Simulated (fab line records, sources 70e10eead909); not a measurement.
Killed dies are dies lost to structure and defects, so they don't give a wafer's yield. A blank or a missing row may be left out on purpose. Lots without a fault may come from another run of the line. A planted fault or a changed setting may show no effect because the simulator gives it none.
Which tool did it? | flow nand_harc | 11 lots, 33 wafers sampled, at 6 steps of a route of 1159

WHAT THE GAUGES READ, wafer by wafer
NHARC_HYBRID_BOND_INSPECT_06: inspects for defects (ir void). Usual: raw_defect_count 31, standard deviation 12.
lot  | measured     | on                | raw_defect_count | flag
L750 | day 18 16:14 | defect_inspect-02 | 32 30 36         |
L751 | day 19 03:12 | defect_inspect-02 | 26 30 23         |
L752 | day 19 03:12 | defect_inspect-01 | 22 19 23         |
L755 | day 19 18:32 | defect_inspect-02 | 16 27 28         |
L756 | day 20 07:46 | defect_inspect-01 | 32 42 18         |
L760 | day 20 17:39 | defect_inspect-01 | 47 27 22         |
L758 | day 21 03:35 | defect_inspect-02 | 32 25 29         |
L761 | day 21 14:44 | defect_inspect-02 | 25 30 30         |
L769 | day 23 18:49 | defect_inspect-02 | 24 19 19         |
L771 | day 23 18:51 | defect_inspect-01 | 26 27 26         |
L770 | day 24 02:39 | defect_inspect-02 | 49 32 37         |

NHARC_THIN_TSV_INSPECT_40. Usual: raw_defect_count 473, standard deviation 75.
lot  | measured     | on                | raw_defect_count | flag
L750 | day 19 09:32 | defect_inspect-02 | 427 358 425      |
L751 | day 19 19:35 | defect_inspect-01 | 382 454 442      |
L752 | day 19 19:34 | defect_inspect-01 | 507 442 421      |
L755 | day 20 11:34 | defect_inspect-02 | 446 457 396      |
L756 | day 20 22:18 | defect_inspect-02 | 548 424 396      |
L760 | day 21 08:16 | defect_inspect-01 | 6334 6402 6353   | OFF
L758 | day 21 18:46 | defect_inspect-02 | 6368 6457 6429   | OFF
L761 | day 22 06:59 | defect_inspect-02 | 6215 6530 6381   | OFF
L769 | day 24 09:14 | defect_inspect-01 | 329 453 559      |
L771 | day 24 09:14 | defect_inspect-02 | 426 471 403      |
L770 | day 24 20:42 | defect_inspect-02 | 451 620 471      |

NHARC_END_SORT_01. Usual: defect_limited_yield 95.6 %, standard deviation 1.4; killed_at_array 26, standard deviation 9; killed_at_other 0.8, standard deviation 1.2; killed_at_periphery 3.2, standard deviation 2.3; killed_dies 30, standard deviation 9.1; killed_open 3.5, standard deviation 2; killed_short 1.8, standard deviation 1.4; sort_bin_2_pct 1.4 %, standard deviation 0.59; sort_bin_3_pct 0.25 %, standard deviation 0.22; sort_bin_4_pct 2.8 %, standard deviation 0.91; sort_n_pass 647, standard deviation 9.1; sort_rim_yield_pct 95.4 %, standard deviation 3; sort_yield_pct 95.6 %, standard deviation 1.4.
lot  | measured     | on        | defect_limited_yield (%) | killed_at_array | killed_at_other | killed_at_periphery | killed_dies | killed_open | killed_short | sort_bin_2_pct (%) | sort_bin_3_pct (%) | sort_bin_4_pct (%) | sort_n_pass | sort_rim_yield_pct (%) | sort_yield_pct (%) | flag
L760 | day 21 11:22 | prober-02 | 0 0 0                    | 39 25 22        | 637 650 655     | 1 2 0               | 677 677 677 | 4 3 2       | 0 2 1        | 1.9 2.1 0.6        | 94.39 96.31 97.05  | 3.7 1.6 2.4        | 0 0 0       | 0 0 0                  | 0 0 0              | OFF
L758 | day 21 21:46 | prober-01 | 0 0 0                    | 29 21 25        | 645 654 649     | 3 2 3               | 677 677 677 | 3 2 2       | 3 1 3        | 1.6 1.0 1.8        | 95.13 96.90 96.31  | 3.2 2.1 1.9        | 0 0 0       | 0 0 0                  | 0 0 0              | OFF
L761 | day 22 10:04 | prober-02 | 0 0 0                    | 22 21 20        | 651 654 654     | 4 2 3               | 677 677 677 | 3 2 3       | 4 0 2        | 0.9 1.6 1.3        | 96.16 96.60 96.60  | 3.0 1.8 2.1        | 0 0 0       | 0 0 0                  | 0 0 0              | OFF

WHICH TOOL RAN EACH LOT (tool, then ch and the chambers of the sampled wafers, then the start)
lot  | NHARC_A_BONDPAD_DESCUM_11          | NHARC_A_BONDPAD_ETCH_34            | NHARC_THIN_TSV_CMP_21
L750 | rie_diel-05 ch 0,2,3, day 18 03:25 | rie_diel-05 ch 0,1,3, day 18 03:29 | cmp-02 ch 0,2, day 18 23:17
L751 | rie_diel-05 ch 0,1,3, day 18 11:15 | rie_diel-05 ch 0,1,3, day 18 11:22 | cmp-01 ch 1,3, day 19 10:06
L752 | rie_diel-02 ch 1,2,3, day 18 11:31 | rie_diel-02 ch 0,1, day 18 11:37   | cmp-01 ch 0,3, day 19 11:24
L755 | rie_diel-05 ch 2,3, day 19 04:03   | rie_diel-05 ch 0,1, day 19 04:08   | cmp-03 ch 1,2, day 20 03:16
L756 | rie_diel-05 ch 1,3, day 19 16:43   | rie_diel-05 ch 1,2, day 19 16:47   | cmp-03 ch 0,2,3, day 20 16:07
L760 | rie_diel-05 ch 0,2, day 20 03:40   | rie_diel-05 ch 0,1,3, day 20 03:44 | cmp-01 ch 1,2,3, day 21 02:13
L758 | rie_diel-05 ch 0,2,3, day 20 14:04 | rie_diel-05 ch 0,2,3, day 20 14:08 | cmp-03 ch 1,2,3, day 21 10:37
L761 | rie_diel-05 ch 1,2, day 21 04:57   | rie_diel-05 ch 0,2,3, day 21 05:02 | cmp-01 ch 1,2, day 21 21:57
L769 | rie_diel-09 ch 0,1,2, day 23 02:49 | rie_diel-09 ch 0,1, day 23 02:54   | cmp-03 ch 0,2,3, day 24 01:51
L771 | rie_diel-05 ch 1,2, day 23 09:49   | rie_diel-05 ch 1,2,3, day 23 09:55 | cmp-02 ch 2,3, day 24 03:20
L770 | rie_diel-05 ch 0,1,3, day 23 10:08 | rie_diel-05 ch 0,1,3, day 23 10:20 | cmp-03 ch 0,1,3, day 24 12:56
- NHARC_A_BONDPAD_DESCUM_11: chemistry O2, time 3 s.
- NHARC_A_BONDPAD_ETCH_34: etches the open film in N2/H2, target depth 60 nm, overetch 18 nm, time 65.91 s.
- NHARC_THIN_TSV_CMP_21: polishes, t overpolish 30 s, target thk 2000 nm.

WHAT THE TOOLS THEMSELVES READ (means of the sampled wafers that have a number; where no wafer has one, the mark that the record gives instead)
NHARC_A_BONDPAD_DESCUM_11. Usual: drypump_motor_current_A 5.8 A, standard deviation 0.36; oes_product_au 1.001 a.u., standard deviation 0.0092; rf_vpp_V 57.8 V, standard deviation 0.9; showerhead_plenum_p_Torr 1.94 Torr, standard deviation 0.073; throttle_valve_pct 11.312 %, standard deviation 0.009.
lot  | tool        | drypump_motor_current_A (A) | oes_product_au (a.u.) | rf_vpp_V (V) | showerhead_plenum_p_Torr (Torr) | throttle_valve_pct (%) | flag
L750 | rie_diel-05 | 5.6                         | 0.996                 | 58.0         | 1.93                            | 11.306                 |
L751 | rie_diel-05 | 5.9                         | 1.003                 | 58.0         | 1.95                            | 11.321                 |
L752 | rie_diel-02 | 6.3                         | 0.997                 | 57.5         | 1.99                            | 11.316                 |
L755 | rie_diel-05 | 5.6                         | 1.002                 | 56.6         | 1.87                            | 11.309                 |
L756 | rie_diel-05 | 5.9                         | 1.000                 | 57.4         | 1.89                            | 11.314                 |
L760 | rie_diel-05 | 5.5                         | 1.003                 | 58.4         | 1.94                            | 11.318                 |
L758 | rie_diel-05 | 5.6                         | 1.001                 | 57.9         | 1.93                            | 11.314                 |
L761 | rie_diel-05 | 5.6                         | 1.011                 | 57.1         | 1.90                            | 11.318                 |
L769 | rie_diel-09 | 5.9                         | 1.002                 | 57.9         | 1.97                            | 11.316                 |
L771 | rie_diel-05 | 5.9                         | 0.995                 | 59.0         | 1.91                            | 11.315                 |
L770 | rie_diel-05 | 6.0                         | 1.000                 | 57.9         | 1.94                            | 11.306                 |

NHARC_A_BONDPAD_ETCH_34. Usual: drypump_motor_current_A 5.8 A, standard deviation 0.36; oes_product_au 1.000 a.u., standard deviation 0.0092; rf_vpp_V 431.3 V, standard deviation 2.3; showerhead_plenum_p_Torr 2.07 Torr, standard deviation 0.081; throttle_valve_pct 14.170 %, standard deviation 0.0092.
lot  | tool        | drypump_motor_current_A (A) | oes_product_au (a.u.) | rf_vpp_V (V) | showerhead_plenum_p_Torr (Torr) | throttle_valve_pct (%) | flag
L750 | rie_diel-05 | 5.9                         | 0.998                 | 431.2        | 2.07                            | 14.170                 |
L751 | rie_diel-05 | 5.9                         | 0.996                 | 431.7        | 2.07                            | 14.177                 |
L752 | rie_diel-02 | 6.4                         | 0.994                 | 433.7        | 2.15                            | 14.164                 |
L755 | rie_diel-05 | 6.0                         | 1.007                 | 430.9        | 2.09                            | 14.168                 |
L756 | rie_diel-05 | 5.9                         | 1.010                 | 430.8        | 2.03                            | 14.173                 |
L760 | rie_diel-05 | 5.9                         | 0.998                 | 431.5        | 2.07                            | 14.173                 |
L758 | rie_diel-05 | 5.6                         | 1.004                 | 430.3        | 2.06                            | 14.164                 |
L761 | rie_diel-05 | 5.6                         | 1.001                 | 431.7        | 2.06                            | 14.168                 |
L769 | rie_diel-09 | 6.0                         | 0.999                 | 430.6        | 2.09                            | 14.170                 |
L771 | rie_diel-05 | 5.8                         | 0.993                 | 430.5        | 2.01                            | 14.175                 |
L770 | rie_diel-05 | 5.9                         | 0.995                 | 431.7        | 2.07                            | 14.181                 |

NHARC_THIN_TSV_CMP_21. Usual: edge_zone_pressure_frac 1.000, standard deviation 0.0051; motor_current_A 12.4 A, standard deviation 1.3; overpolish_run_s 30.001 s, standard deviation 0.0094.
lot  | tool   | edge_zone_pressure_frac | motor_current_A (A) | overpolish_run_s (s) | flag
L750 | cmp-02 | 1.002                   | 11.4                | 29.996               |
L751 | cmp-01 | 0.999                   | 10.8                | 30.008               |
L752 | cmp-01 | 1.002                   | 11.0                | 30.013               |
L755 | cmp-03 | 0.998                   | 13.8                | 30.001               |
L756 | cmp-03 | 0.999                   | 13.5                | 29.991               |
L760 | cmp-01 | -                       | -                   | -                    | OFF
L758 | cmp-03 | -                       | -                   | -                    | OFF
L761 | cmp-01 | -                       | -                   | -                    | OFF
L769 | cmp-03 | 1.006                   | 12.8                | 29.995               |
L771 | cmp-02 | 1.002                   | 12.5                | 30.000               |
L770 | cmp-03 | 0.999                   | 13.3                | 30.001               |

THE ANSWER, worked out from the rows above alone
Rule: a lot is off if the mean of its wafers that have a number lies more than 3 standard deviations from the usual mean. A lot without any number at a reading at which 4 lots or more have one is off too. The other lots that the step has rows for count as sound. The gauges are gone through in route order, then the tools' own readings, and for those a lot's mean is taken as printed above. The first step at which some lot is off is used, and at that step the reading that is off furthest; a lot without a number counts as furthest.
Off: L760, L758, L761, at NHARC_THIN_TSV_INSPECT_40 (raw_defect_count).
A tool fits if, at a process step before that reading, it ran every lot that is off, and no sound lot after the first of them. The gauges at NHARC_THIN_TSV_INSPECT_40 aren't tried: what is off there is off at NHARC_END_SORT_01 too, on other tools, and a gauge's error can't cause that. None of those tried fits.

WHAT THE SIMULATOR HAD PUT IN
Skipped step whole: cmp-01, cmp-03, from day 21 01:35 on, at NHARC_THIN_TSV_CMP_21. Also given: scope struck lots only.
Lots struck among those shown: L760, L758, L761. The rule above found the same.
